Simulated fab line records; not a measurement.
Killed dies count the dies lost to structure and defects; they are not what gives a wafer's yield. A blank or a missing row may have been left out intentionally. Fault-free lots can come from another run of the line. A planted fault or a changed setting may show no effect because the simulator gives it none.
fab line records ; flow n5Finfet ; part 1 of 2: steps 1 to 22 of 29
record: lots: 5; wafers: 15; lastDay: 16
route steps=1938 shown BEOL_M5@1131
lots that met no fault: taken from a fault-free run of the same line
startH: hours from the record's first day to the start of the lot's first wafer shown ; waitH: time in hours since the lot's previous step ; " same as the row above ; L1.1+2: a single row standing in for several wafers ; - no value present, or no start provided ; * or withheld: withheld ; < > ~ a bound
route shown NAME@n: NAME is a module with steps in the file, n the number in the route of the first one ; usual: the fault-free wafers' mean and standard deviation ; same: alike in all rows ; chamber/n: place in a boat ; sites: each site's reading ; _std_site: the standard deviation of these ; _edge_site: outer sites' mean less inner sites' ; radiusMm: for every site, how far away it sits from the centre of the wafer ; mask NAME#n: copy n ; behind: the tool/chamber that last shaped the wafer ; hold: why the lot went on hold/how many hours it stayed there/how the hold came to an end ; device: the n, p or np transistor that did not switch ; end of line: the route-end tests of the same wafers ; where a step has no rows: the recipe by itself ; killed: dies lost to structure and defects at the first sort, not the wafer's yield ; map: a wafer's dies, x killed, . not, _ none there
set.NAME: the setting as run; set.NAME@STEP: as run at that earlier step ; model.NAME: the simulator's own value behind a step, which no gauge read
lots at selected steps of the route; one table per step, one row per wafer
services: the hour from which a tool's chamber was out of use, counted from the record's first day as startH (under 0 if before that day), plus the number of hours and why
== steps ==
step: N5_BEOL_M5_ETCH_61
recipe: chemistry: CF4; target: SiARC; targetDepthA: 156; maskMaterial: CAR-EUV; timeS: 26; ionEnergyEv: 80; pressureMtorr: 40; sourceW: 545; biasW: 36; Ar_flow_sccm: 100; cf4FlowSccm: 100; ends: cleared
usual: cf4FlowSccm: 100.0/0.32; drypumpMotorCurrentA: 5.5/0.31; etchRfOnTimeS: 26.1/0.81; oesProductAu: 0.66/0.077; rfVppV: 184.3/0.98; showerheadPlenumPTorr: 2.15/0.043; throttleValvePct: 15.71/0.26
lot.wafer;tool;chamber;startH;waitH;cf4FlowSccm;drypumpMotorCurrentA;etchRfOnTimeS;oesProductAu;rfHoursCounterH;rfVppV;showerheadPlenumPTorr;throttleValvePct
L074.3;rieDiel-01;3;169.37;0.0;99.6;5.2;26.2;0.59;221;184.5;2.11;15.87
L074.5;rieDiel-01;0;169.37;0.0;99.3;5.3;25.4;0.76;-;185.6;2.19;15.82
L074.6;rieDiel-01;3;169.37;0.0;99.6;5.2;26.2;0.60;-;184.0;2.11;15.87
L078.3;rieDiel-01;0;200.76;0.0;100.0;5.3;25.5;0.73;42;182.4;2.18;15.82
L078.4;rieDiel-01;2;200.76;0.0;100.0;5.8;26.1;0.61;216;183.6;2.12;16.01
L078.5;rieDiel-01;1;200.76;0.0;100.5;5.5;27.0;0.63;-;185.0;2.20;15.68
L088.2;rieDiel-02;0;272.44;0.0;100.3;5.9;27.2;0.69;71;184.3;2.18;15.63
L088.3;rieDiel-02;1;272.44;0.0;100.1;5.9;26.7;0.58;240;183.0;2.13;15.64
L088.4;rieDiel-02;1;272.44;0.0;99.4;5.9;26.8;0.58;-;184.1;2.13;15.64
L092.2;rieDiel-01;2;275.57;0.0;100.1;5.9;26.4;0.59;242;183.8;2.11;16.05
L092.3;rieDiel-01;3;275.57;0.0;100.4;5.2;26.5;0.57;258;184.0;2.10;15.96
L092.5;rieDiel-01;3;275.57;0.0;100.1;5.2;26.5;0.57;-;183.5;2.10;15.95
L094.1;rieDiel-01;1;280.60;0.0;99.8;5.5;27.2;0.60;193;184.7;2.20;15.74
L094.4;rieDiel-01;2;280.60;0.0;99.6;5.9;26.2;0.59;-;182.6;2.11;16.05
L094.6;rieDiel-01;0;280.60;0.0;99.9;5.3;25.2;0.73;-;185.5;2.18;15.85
step: N5_BEOL_M5_ETCH_62
recipe: chemistry: N2/H2; target: SOC; targetDepthA: 750; overetchA: 150; maskMaterial: SiARC; tempC: 40; timeS: 112.5; ionEnergyEv: 200; pressureMtorr: 30; sourceW: 840; biasW: 150; n2FlowSccm: 200; h2FlowSccm: 200
usual: drypumpMotorCurrentA: 5.6/0.31; oesProductAu: 0.61/0.069; rfVppV: 524.4/1.8; showerheadPlenumPTorr: 2.55/0.057; throttleValvePct: 17.8/0.31
lot.wafer;tool;chamber;startH;waitH;drypumpMotorCurrentA;oesProductAu;rfHoursCounterH;rfVppV;showerheadPlenumPTorr;throttleValvePct
L074.3;rieDiel-01;3;169.40;0.0;5.2;0.56;221;523.0;2.51;18.0
L074.5;rieDiel-01;0;169.40;0.0;5.3;0.69;-;523.7;2.57;17.8
L074.6;rieDiel-01;3;169.40;0.0;5.2;0.56;-;523.2;2.51;18.0
L078.3;rieDiel-01;0;200.79;0.0;5.3;0.68;42;524.7;2.57;17.9
L078.4;rieDiel-01;2;200.79;0.0;5.9;0.56;216;524.1;2.51;18.3
L078.5;rieDiel-01;1;200.79;0.0;5.5;0.59;-;525.7;2.64;17.9
L088.2;rieDiel-02;0;272.47;0.0;5.8;0.66;71;525.1;2.55;17.5
L088.3;rieDiel-02;1;272.47;0.0;5.9;0.55;240;522.4;2.50;17.7
L088.4;rieDiel-02;1;272.47;0.0;5.9;0.55;-;522.6;2.50;17.7
L092.2;rieDiel-01;2;275.60;0.0;5.9;0.55;242;522.4;2.50;18.3
L092.3;rieDiel-01;3;275.60;0.0;5.2;0.55;258;522.7;2.50;18.1
L092.5;rieDiel-01;3;275.60;0.0;5.2;0.54;-;523.2;2.50;18.1
L094.1;rieDiel-01;1;280.63;0.0;5.5;0.57;193;527.0;2.62;17.9
L094.4;rieDiel-01;2;280.63;0.0;5.9;0.55;-;522.5;2.50;18.3
L094.6;rieDiel-01;0;280.63;0.0;5.3;0.66;-;524.7;2.56;17.9
step: N5_BEOL_M5_STRIP_63
recipe: chemistry: N2/H2; tempC: 40; n2FlowSccm: 200; h2FlowSccm: 200; rfFrequencyHz: 6e+07
lot.wafer;tool;chamber;startH;waitH
L074.3+5+6;rieDiel-01;3,0,3;169.50;0.1
L078.3+4+5;rieDiel-01;0,2,1;200.90;0.1
L088.2+3+4;rieDiel-02;0,1,1;272.57;0.1
L092.2+3+5;rieDiel-01;2,3,3;275.70;0.1
L094.1+4+6;rieDiel-01;1,2,0;280.73;0.1
step: N5_BEOL_M5_STRIP_73
recipe: chemistry: N2/H2; tempC: 40; n2FlowSccm: 200; h2FlowSccm: 200; rfFrequencyHz: 6e+07
lot.wafer;tool;chamber;startH;waitH
L074.3+5+6;rieDiel-01;3,0,3;169.51;0.0
L078.3+4+5;rieDiel-01;0,2,1;200.91;0.0
L088.2+3+4;rieDiel-02;0,1,1;272.58;0.0
L092.2+3+5;rieDiel-01;2,3,3;275.71;0.0
L094.1+4+6;rieDiel-01;1,2,0;280.74;0.0
step: N5_BEOL_M5_STRIP_64
recipe: chemistry: CF4; resist: SiARC; powerW: 300; biasPowerW: 75; pressureMtorr: 50; cf4FlowSccm: 150; rfFrequencyHz: 6e+07
usual: cf4FlowSccm: 150.1/0.42; drypumpMotorCurrentA: 5.5/0.31; oesProductAu: 0.77/0.085; rfVppV: 271.4/1.2; showerheadPlenumPTorr: 1.81/0.039; throttleValvePct: 13.69/0.27
lot.wafer;tool;chamber;startH;waitH;cf4FlowSccm;drypumpMotorCurrentA;oesProductAu;rfHoursCounterH;rfVppV;showerheadPlenumPTorr;throttleValvePct
L074.3;rieDiel-01;3;169.52;0.0;149.2;5.2;0.70;221;271.2;1.79;13.96
L074.5;rieDiel-01;0;169.52;0.0;149.9;5.3;0.85;-;271.4;1.84;13.76
L074.6;rieDiel-01;3;169.52;0.0;150.2;5.2;0.70;-;270.8;1.79;13.96
L078.3;rieDiel-01;0;200.92;0.0;149.6;5.3;0.85;42;272.1;1.84;13.75
L078.4;rieDiel-01;2;200.92;0.0;150.3;5.9;0.71;216;270.6;1.75;13.89
L078.5;rieDiel-01;1;200.92;0.0;150.2;5.5;0.74;-;273.9;1.85;13.69
L088.2;rieDiel-02;0;272.59;0.0;149.4;5.8;0.82;71;270.7;1.84;13.64
L088.3;rieDiel-02;1;272.59;0.0;150.2;5.9;0.69;240;269.9;1.77;13.60
L088.4;rieDiel-02;1;272.59;0.0;149.8;5.9;0.69;-;270.8;1.77;13.60
L092.2;rieDiel-01;2;275.72;0.0;150.3;5.8;0.69;242;270.5;1.74;13.96
L092.3;rieDiel-01;3;275.72;0.0;150.1;5.2;0.67;258;269.0;1.78;14.03
L092.5;rieDiel-01;3;275.72;0.0;149.5;5.2;0.67;-;271.4;1.78;14.06
L094.1;rieDiel-01;1;280.75;0.0;149.9;5.5;0.71;193;273.7;1.84;13.75
L094.4;rieDiel-01;2;280.75;0.0;150.0;5.8;0.69;-;270.0;1.74;13.96
L094.6;rieDiel-01;0;280.75;0.0;150.2;5.3;0.82;-;271.0;1.83;13.80
step: N5_BEOL_M5_HM_OPEN_17
recipe: chemistry: Cl2/BCl3; targetDepthA: 200; overetchA: 60; target: TiN; maskMaterial: SOC; ionEnergyEv: 150; pressureMtorr: 10; icpW: 1000; biasW: 126; Cl2_flow_sccm: 53.25; bcl3FlowSccm: 21.75; Ar_flow_sccm: 25
usual: drypumpMotorCurrentA: 5.7/0.64; mfcCl2Sccm: 53.27/0.16; oesProductAu: 0.66/0.086; throttleValvePct: 22.1/0.34
lot.wafer;tool;chamber;startH;waitH;drypumpMotorCurrentA;mfcCl2Sccm;oesProductAu;rfHoursCounterH;throttleValvePct
L074.3;rieMetal-01;1;169.59;0.1;6.6;53.35;0.77;-;21.9
L074.5;rieMetal-01;1;169.59;0.1;6.6;53.31;0.75;-;21.9
L074.6;rieMetal-01;0;169.59;0.1;5.1;53.12;0.56;-;22.6
L078.3;rieMetal-03;1;200.99;0.1;5.5;53.48;0.79;-;22.3
L078.4;rieMetal-03;0;200.99;0.1;5.9;53.28;0.72;-;21.6
L078.5;rieMetal-03;0;200.99;0.1;5.9;53.31;0.71;-;21.6
L088.2;rieMetal-01;1;272.63;0.0;6.6;53.33;0.73;18;21.9
L088.3;rieMetal-01;0;272.63;0.0;5.0;53.13;0.54;-;22.6
L088.4;rieMetal-01;1;272.63;0.0;6.6;53.34;0.73;-;21.9
L092.2;rieMetal-01;1;275.76;0.0;6.6;53.25;0.73;18;21.9
L092.3;rieMetal-01;0;275.76;0.0;5.1;53.63;0.55;-;22.6
L092.5;rieMetal-01;1;275.76;0.0;6.6;53.29;0.74;-;21.9
L094.1;rieMetal-02;0;280.79;0.0;5.5;53.30;0.67;38;22.1
L094.4;rieMetal-02;1;280.79;0.0;5.0;53.26;0.56;-;21.8
L094.6;rieMetal-02;0;280.79;0.0;5.5;53.37;0.67;-;22.2
step: N5_BEOL_M5_STRIP_19
recipe: chemistry: O2; powerW: 400; tempC: 40; pressureMtorr: 30; rfFrequencyHz: 6e+07; biasPowerW: 0; overashFraction: 0.2; o2FlowSccm: 225
usual: drypumpMotorCurrentA: 5.5/0.34; oesProductAu: 0.76/0.089; rfVppV: 3.6/0.48; showerheadPlenumPTorr: 2.11/0.059; throttleValvePct: 16.82/0.25
same: overashFraction: 0.2
lot.wafer;tool;chamber;startH;waitH;drypumpMotorCurrentA;oesProductAu;rfHoursCounterH;rfVppV;showerheadPlenumPTorr;throttleValvePct
L074.3;rieDiel-02;2;169.67;0.1;5.7;0.70;243;3.9;2.12;16.55
L074.5;rieDiel-02;3;169.67;0.1;5.7;0.71;-;3.3;2.07;17.03
L074.6;rieDiel-02;2;169.67;0.1;5.7;0.71;-;4.2;2.12;16.55
L078.3;rieDiel-06;1;201.07;0.1;6.0;0.70;220;2.8;2.18;17.04
L078.4;rieDiel-06;0;201.07;0.1;5.3;0.75;164;3.4;2.21;16.72
L078.5;rieDiel-06;2;201.07;0.1;5.0;0.86;-;3.5;2.16;16.73
L088.2;rieDiel-02;2;272.75;0.1;5.6;0.93;20;3.8;2.11;16.14
L088.3;rieDiel-02;0;272.75;0.1;5.8;0.83;71;4.1;2.14;16.69
L088.4;rieDiel-02;0;272.75;0.1;5.9;0.83;-;3.3;2.14;16.70
L092.2;rieDiel-01;1;276.02;0.2;5.5;0.71;191;3.9;2.15;16.76
L092.3;rieDiel-01;3;276.02;0.2;5.2;0.66;258;4.4;2.07;17.05
L092.5;rieDiel-01;1;276.02;0.2;5.5;0.71;-;4.2;2.15;16.76
L094.1;rieDiel-01;1;280.90;0.1;5.5;0.70;193;3.2;2.15;16.77
L094.4;rieDiel-01;2;280.90;0.1;5.9;0.70;-;4.3;2.04;17.02
L094.6;rieDiel-01;0;280.90;0.1;5.3;0.85;-;3.8;2.13;16.91
step: N5_BEOL_M5_CD_MEAS_18
recipe: pitchNm: 56; targetCdNm: 28
usual: cdNm: 27.9/0.36
lot.wafer;tool;chamber;startH;waitH;cdNm
L074.3;cdSem-02;-;169.75;0.1;27.6
L074.5;cdSem-02;-;169.75;0.1;27.7
L074.6;cdSem-02;-;169.75;0.1;27.6
L078.3;cdSem-03;-;201.14;0.1;27.7
L078.4;cdSem-03;-;201.14;0.1;28.6
L078.5;cdSem-03;-;201.14;0.1;28.4
L088.2;cdSem-01;-;272.83;0.1;28.3
L088.3;cdSem-01;-;272.83;0.1;27.9
L088.4;cdSem-01;-;272.83;0.1;28.3
L092.2;cdSem-02;-;276.09;0.1;27.4
L092.3;cdSem-02;-;276.09;0.1;27.1
L092.5;cdSem-02;-;276.09;0.1;27.4
L094.1;cdSem-01;-;280.97;0.0;27.2
L094.4;cdSem-01;-;280.97;0.0;28.5
L094.6;cdSem-01;-;280.97;0.0;28.0
step: N5_BEOL_M5_COAT_65
recipe: resist: SOC; tempC: 250; timeS: 60; spinRpm: 1500; resistThkNm: 60
lot.wafer;tool;chamber;startH;waitH
L074.3+5+6;lithoTrack-02;0;170.50;0.7
L078.3+4+5;lithoTrack-01;0;201.23;0.1
L088.2+3+4;lithoTrack-02;0;272.86;0.0
L092.2+3+5;lithoTrack-01;0;278.78;2.7
L094.1+4+6;lithoTrack-01;0;284.60;3.6
step: N5_BEOL_M5_COAT_66
recipe: resist: SiARC; tempC: 220; timeS: 60; spinRpm: 1500; resistThkNm: 12
lot.wafer;tool;chamber;startH;waitH
L074.3+5+6;lithoTrack-02;0;-;-
L078.3+4+5;lithoTrack-01;0;-;-
L088.2+3+4;lithoTrack-02;0;-;-
L092.2+3+5;lithoTrack-01;0;-;-
L094.1+4+6;lithoTrack-01;0;-;-
step: N5_BEOL_M5_COAT_74
recipe: resist: underlayer; tempC: 205; timeS: 60; spinRpm: 1500; resistThkNm: 5
lot.wafer;tool;chamber;startH;waitH
L074.3+5+6;lithoTrack-02;0;-;-
L078.3+4+5;lithoTrack-01;0;-;-
L088.2+3+4;lithoTrack-02;0;-;-
L092.2+3+5;lithoTrack-01;0;-;-
L094.1+4+6;lithoTrack-01;0;-;-
step: N5_BEOL_M5_COAT_22
recipe: resist: CAR-EUV; spinRpm: 1500; resistThkNm: 30
lot.wafer;tool;chamber;startH;waitH
L074.3+5+6;lithoTrack-02;0;-;-
L078.3+4+5;lithoTrack-01;0;-;-
L088.2+3+4;lithoTrack-02;0;-;-
L092.2+3+5;lithoTrack-01;0;-;-
L094.1+4+6;lithoTrack-01;0;-;-
step: N5_BEOL_M5_EBR_24
recipe: solvent: PGMEA; ebrWidthMm: 1.5
same: ebrWidthMm: 1.5
lot.wafer;tool;chamber;startH;waitH
L074.3+5+6;lithoTrack-02;0;-;-
L078.3+4+5;lithoTrack-01;0;-;-
L088.2+3+4;lithoTrack-02;0;-;-
L092.2+3+5;lithoTrack-01;0;-;-
L094.1+4+6;lithoTrack-01;0;-;-
step: N5_BEOL_M5_SOFTBAKE_23
recipe: tempC: 110; timeS: 60; resist: CAR-EUV
lot.wafer;tool;chamber;startH;waitH
L074.3+5+6;lithoTrack-02;0;-;-
L078.3+4+5;lithoTrack-01;0;-;-
L088.2+3+4;lithoTrack-02;0;-;-
L092.2+3+5;lithoTrack-01;0;-;-
L094.1+4+6;lithoTrack-01;0;-;-
step: N5_BEOL_M5_EXPOSE_25
recipe: maskId: V4; na: 0.33; sourceShape: quasar; sigmaInner: 0.2; sigmaOuter: 0.6; polarization: unpolarized; defocusNm: 10; doseMj: 52.75
lot.wafer;tool;chamber;startH;waitH;mask
L074.3+5+6;euvScanner-02;0;170.65;-;V4#0
L078.3+4+5;euvScanner-01;0;201.38;-;V4#0
L088.2+3+4;euvScanner-02;0;273.01;-;V4#0
L092.2+3+5;euvScanner-02;0;279.05;-;V4#0
L094.1+4+6;euvScanner-02;0;284.74;-;V4#0
step: N5_BEOL_M5_PEB_26
recipe: pebTempC: 100; pebTimeS: 60; resist: CAR-EUV
lot.wafer;tool;chamber;startH;waitH
L074.3+5+6;lithoTrack-02;0;170.71;0.0
L078.3+4+5;lithoTrack-05;0;201.44;0.0
L088.2+3+4;lithoTrack-05;0;273.07;0.1
L092.2+3+5;lithoTrack-02;0;279.11;0.1
L094.1+4+6;lithoTrack-02;0;284.81;0.1
step: N5_BEOL_M5_DEVELOP_27
recipe: developTimeS: 30; developer: TMAH; resist: CAR-EUV; rinseLiquid: surfactantRinse; dry: airSpin; devTempC: 23
lot.wafer;tool;chamber;startH;waitH
L074.3+5+6;lithoTrack-02;0;-;-
L078.3+4+5;lithoTrack-05;0;-;-
L088.2+3+4;lithoTrack-05;0;-;-
L092.2+3+5;lithoTrack-02;0;-;-
L094.1+4+6;lithoTrack-02;0;-;-
step: N5_BEOL_M5_CD_MEAS_28
recipe: targetCdNm: 30.6; landingEnergyEv: 500; detector: seInlens; targetCdYNm: 20; polarity: opening
usual: cdNm: 30.68/0.26
lot.wafer;tool;chamber;startH;waitH;cdNm
L074.3;cdSem-01;0;170.77;-;30.88
L074.5;cdSem-01;0;170.77;-;30.56
L074.6;cdSem-01;0;170.77;-;31.14
L078.3;cdSem-01;0;201.51;-;30.78
L078.4;cdSem-01;0;201.51;-;30.84
L078.5;cdSem-01;0;201.51;-;31.07
L088.2;cdSem-01;0;273.14;-;30.41
L088.3;cdSem-01;0;273.14;-;30.23
L088.4;cdSem-01;0;273.14;-;30.36
L092.2;cdSem-01;0;279.18;-;30.97
L092.3;cdSem-01;0;279.18;-;31.31
L092.5;cdSem-01;0;279.18;-;30.66
L094.1;cdSem-02;0;284.88;-;30.91
L094.4;cdSem-02;0;284.88;-;30.99
L094.6;cdSem-02;0;284.88;-;30.56
step: N5_BEOL_M5_OVL_MEAS_29
recipe: pointsPerWafer: 522
usual: V4_OVL: 0.4/0.61
lot.wafer;tool;chamber;startH;waitH;V4_OVL[nm]
L074.3;overlay-01;0;170.81;0.0;0.4
L074.5;overlay-01;0;170.81;0.0;1.0
L074.6;overlay-01;0;170.81;0.0;0.8
L078.3;overlay-01;0;201.55;0.0;1.0
L078.4;overlay-01;0;201.55;0.0;0.0
L078.5;overlay-01;0;201.55;0.0;0.6
L088.2;overlay-01;0;273.17;0.0;0.4
L088.3;overlay-01;0;273.17;0.0;-0.2
L088.4;overlay-01;0;273.17;0.0;0.4
L092.2;overlay-01;0;279.22;0.0;-0.1
L092.3;overlay-01;0;279.22;0.0;0.9
L092.5;overlay-01;0;279.22;0.0;0.4
L094.1;overlay-01;0;284.91;0.0;0.6
L094.4;overlay-01;0;284.91;0.0;0.5
L094.6;overlay-01;0;284.91;0.0;0.1
step: N5_BEOL_M5_INSPECT_30
recipe: mode: adi; inspectInstrument: brightfield
usual: rawDefectCount: 428/90
lot.wafer;tool;chamber;startH;waitH;rawDefectCount
L074.3;defectInspect-02;-;170.86;0.0;579
L074.5;defectInspect-02;-;170.86;0.0;558
L074.6;defectInspect-02;-;170.86;0.0;418
L078.3;defectInspect-02;-;201.59;0.0;595
L078.4;defectInspect-02;-;201.59;0.0;445
L078.5;defectInspect-02;-;201.59;0.0;416
L088.2;defectInspect-01;-;273.23;0.0;507
L088.3;defectInspect-01;-;273.23;0.0;561
L088.4;defectInspect-01;-;273.23;0.0;597
L092.2;defectInspect-02;-;279.27;0.0;446
L092.3;defectInspect-02;-;279.27;0.0;467
L092.5;defectInspect-02;-;279.27;0.0;471
L094.1;defectInspect-01;-;284.97;0.1;465
L094.4;defectInspect-01;-;284.97;0.1;327
L094.6;defectInspect-01;-;284.97;0.1;369
step: N5_BEOL_M5_DESCUM_33
recipe: chemistry: O2; timeS: 7; sourcePowerW: 50; biasPowerW: 20; pressureMtorr: 20; rfFrequencyHz: 2.712e+07; tempC: 40; resist: CAR-EUV; o2FlowSccm: 225
usual: drypumpMotorCurrentA: 5.5/0.34; oesProductAu: 0.77/0.1; rfVppV: 243.4/1.1; showerheadPlenumPTorr: 2.11/0.057; throttleValvePct: 20.55/0.25
lot.wafer;tool;chamber;startH;waitH;drypumpMotorCurrentA;oesProductAu;rfHoursCounterH;rfVppV;showerheadPlenumPTorr;throttleValvePct
L074.3;rieDiel-02;1;171.18;0.3;5.9;0.71;210;241.1;2.10;20.47
L074.5;rieDiel-02;0;171.18;0.3;5.9;0.89;-;243.8;2.15;20.40
L074.6;rieDiel-02;1;171.18;0.3;5.9;0.71;-;243.1;2.10;20.49
L078.3;rieDiel-06;3;201.63;0.0;4.9;0.70;227;242.3;1.98;20.96
L078.4;rieDiel-06;1;201.63;0.0;6.0;0.70;220;243.4;2.17;20.80
L078.5;rieDiel-06;2;201.63;0.0;5.0;0.86;-;243.8;2.15;20.53
L088.2;rieDiel-01;3;273.29;0.1;5.2;0.66;256;243.3;2.07;20.75
L088.3;rieDiel-01;1;273.29;0.1;5.5;0.71;189;244.9;2.15;20.43
L088.4;rieDiel-01;3;273.29;0.1;5.2;0.67;-;243.8;2.07;20.76
L092.2;rieDiel-01;0;279.30;0.0;5.3;0.86;56;243.0;2.13;20.72
L092.3;rieDiel-01;2;279.30;0.0;5.9;0.69;243;242.5;2.04;20.69
L092.5;rieDiel-01;0;279.30;0.0;5.3;0.86;-;242.6;2.13;20.72
L094.1;rieDiel-02;0;285.00;0.0;5.9;0.84;75;244.4;2.13;20.46
L094.4;rieDiel-02;1;285.00;0.0;5.9;0.69;244;244.3;2.09;20.55
L094.6;rieDiel-02;2;285.00;0.0;5.6;0.93;-;243.8;2.10;19.87
step: N5_BEOL_M5_ETCH_75
recipe: chemistry: N2/H2; target: underlayer; targetDepthA: 65; maskMaterial: CAR-EUV; timeS: 5.2; ionEnergyEv: 200; pressureMtorr: 30; sourceW: 840; biasW: 150; n2FlowSccm: 200; h2FlowSccm: 200; ends: cleared
usual: drypumpMotorCurrentA: 5.5/0.34; etchRfOnTimeS: 5.20/0.18; oesProductAu: 0.66/0.083; rfVppV: 524.3/2.4; showerheadPlenumPTorr: 2.55/0.066; throttleValvePct: 17.9/0.31
lot.wafer;tool;chamber;startH;waitH;drypumpMotorCurrentA;etchRfOnTimeS;oesProductAu;rfHoursCounterH;rfVppV;showerheadPlenumPTorr;throttleValvePct
L074.3;rieDiel-02;1;171.21;0.0;5.9;5.32;0.60;210;523.4;2.51;17.7
L074.5;rieDiel-02;0;171.21;0.0;5.8;5.40;0.73;-;526.7;2.56;17.5
L074.6;rieDiel-02;1;171.21;0.0;5.9;5.37;0.60;-;524.1;2.51;17.7
L078.3;rieDiel-06;3;201.66;0.0;4.9;5.03;0.61;227;518.0;2.39;18.2
L078.4;rieDiel-06;1;201.66;0.0;6.0;5.11;0.59;220;525.3;2.63;18.2
L078.5;rieDiel-06;2;201.66;0.0;5.0;4.96;0.75;-;526.6;2.57;17.7
L088.2;rieDiel-01;3;273.33;0.0;5.2;5.36;0.58;256;521.6;2.50;18.1
L088.3;rieDiel-01;1;273.33;0.0;5.5;5.36;0.62;189;526.7;2.63;18.0
L088.4;rieDiel-01;3;273.33;0.0;5.2;5.40;0.58;-;521.0;2.50;18.2
L092.2;rieDiel-01;0;279.34;0.0;5.3;4.97;0.73;56;523.3;2.56;17.9
L092.3;rieDiel-01;2;279.34;0.0;5.9;5.23;0.59;243;523.7;2.50;18.4
L092.5;rieDiel-01;0;279.34;0.0;5.3;4.99;0.73;-;522.2;2.56;17.9
L094.1;rieDiel-02;0;285.04;0.0;5.8;5.49;0.69;75;526.8;2.55;17.5
L094.4;rieDiel-02;1;285.04;0.0;5.9;5.33;0.58;244;523.3;2.49;17.7
L094.6;rieDiel-02;2;285.04;0.0;5.7;5.34;0.76;-;525.8;2.57;17.3
